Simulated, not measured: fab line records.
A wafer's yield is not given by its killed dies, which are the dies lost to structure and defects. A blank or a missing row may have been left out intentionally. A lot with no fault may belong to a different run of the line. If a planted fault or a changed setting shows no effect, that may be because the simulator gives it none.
Chamber matching + flow nand_harc + 4 sister chambers for NHARC_P_BONDPAD_STRIP_15 on rie_diel-05
The step strips in O2. 20 wafers are shown with their chamber, then 10 later ones without.

== WAFERS WITH THEIR CHAMBER ==
| wafer  | chamber | drypump_motor_current_A (A) | showerhead_plenum_p_Torr (Torr) | oes_product_au (a.u.) |
|--------|---------|-----------------------------|---------------------------------|-----------------------|
| L076.1 | 1       | 5.7                         | 3.71                            | 1.011                 |
| L076.2 | 2       | 5.1                         | 3.78                            | 0.999                 |
| L076.3 | 3       | 6.0                         | 3.69                            | 0.995                 |
| L077.1 | 0       | 6.3                         | 3.61                            | 1.004                 |
| L077.4 | 3       | 6.0                         | 3.69                            | 0.999                 |
| L077.5 | 2       | 5.1                         | 3.78                            | 1.001                 |
| L079.2 | 3       | 6.0                         | 3.68                            | 1.010                 |
| L079.3 | 2       | 5.1                         | 3.78                            | 0.996                 |
| L079.5 | 3       | 6.0                         | 3.68                            | 1.012                 |
| L080.1 | 3       | 6.0                         | 3.68                            | 1.002                 |
| L080.2 | 0       | 6.3                         | 3.61                            | 1.007                 |
| L080.5 | 1       | 5.7                         | 3.71                            | 1.003                 |
| L082.1 | 1       | 5.7                         | 3.71                            | 0.996                 |
| L082.4 | 0       | 6.3                         | 3.61                            | 0.999                 |
| L082.6 | 2       | 5.1                         | 3.78                            | 0.992                 |
| L083.2 | 2       | 5.1                         | 3.78                            | 1.011                 |
| L083.3 | 1       | 5.8                         | 3.71                            | 1.011                 |
| L083.6 | 3       | 6.0                         | 3.68                            | 1.001                 |
| L088.3 | 2       | 5.1                         | 3.77                            | 1.004                 |
| L088.4 | 3       | 6.0                         | 3.68                            | 1.002                 |

SIGNATURES, as means of the wafers listed above
| reading                  | chamber 0 | chamber 1 | chamber 2 | chamber 3 | scatter within a chamber |
|--------------------------|-----------|-----------|-----------|-----------|--------------------------|
| drypump_motor_current_A  | 6.300     | 5.725     | 5.100     | 6.000     | 0.0217                   |
| showerhead_plenum_p_Torr | 3.6100    | 3.7100    | 3.7783    | 3.6829    | 0.00376                  |
| oes_product_au           | 1.00333   | 1.00525   | 1.00050   | 1.00300   | 0.00624                  |
Rule: a wafer lies at a distance from a chamber equal to the root of the sum of squares, over the readings, of (its reading less the chamber's mean, divided by the reading's scatter). The wafer belongs to the nearest chamber; if the next one is less than 2 further off, it can't be placed. The scatter: take each reading less its chamber's mean, square it, sum over the shown wafers, divide by the number of wafers less the number of chambers, and take the root.

== WAFERS WITH NO CHAMBER GIVEN ==
| wafer  | drypump_motor_current_A (A) | showerhead_plenum_p_Torr (Torr) | oes_product_au (a.u.) |
|--------|-----------------------------|---------------------------------|-----------------------|
| L088.6 | 5.7                         | 3.70                            | 0.994                 |
| L091.1 | 5.1                         | 3.77                            | 0.999                 |
| L091.3 | 6.0                         | 3.68                            | 1.000                 |
| L091.4 | 5.7                         | 3.70                            | 0.993                 |
| L090.4 | 6.0                         | 3.68                            | 0.988                 |
| L090.5 | 5.7                         | 3.70                            | 1.007                 |
| L090.6 | 5.1                         | 3.77                            | 0.998                 |
| L093.1 | 6.3                         | 3.60                            | 1.013                 |
| L093.5 | 5.9                         | 3.68                            | 0.998                 |
| L093.6 | 6.3                         | 3.60                            | 0.996                 |

== CHAMBER TAKEN BY EACH ==
| wafer  | from the rows above | in truth |
|--------|---------------------|----------|
| L088.6 | 1                   | 1        |
| L091.1 | 2                   | 2        |
| L091.3 | 3                   | 3        |
| L091.4 | 1                   | 1        |
| L090.4 | 3                   | 3        |
| L090.5 | 1                   | 1        |
| L090.6 | 2                   | 2        |
| L093.1 | 0                   | 0        |
| L093.5 | 3                   | 3        |
| L093.6 | 0                   | 0        |
Correctly placed: 10 of 10. Not placeable from these rows: 0. 0 placed wrongly.
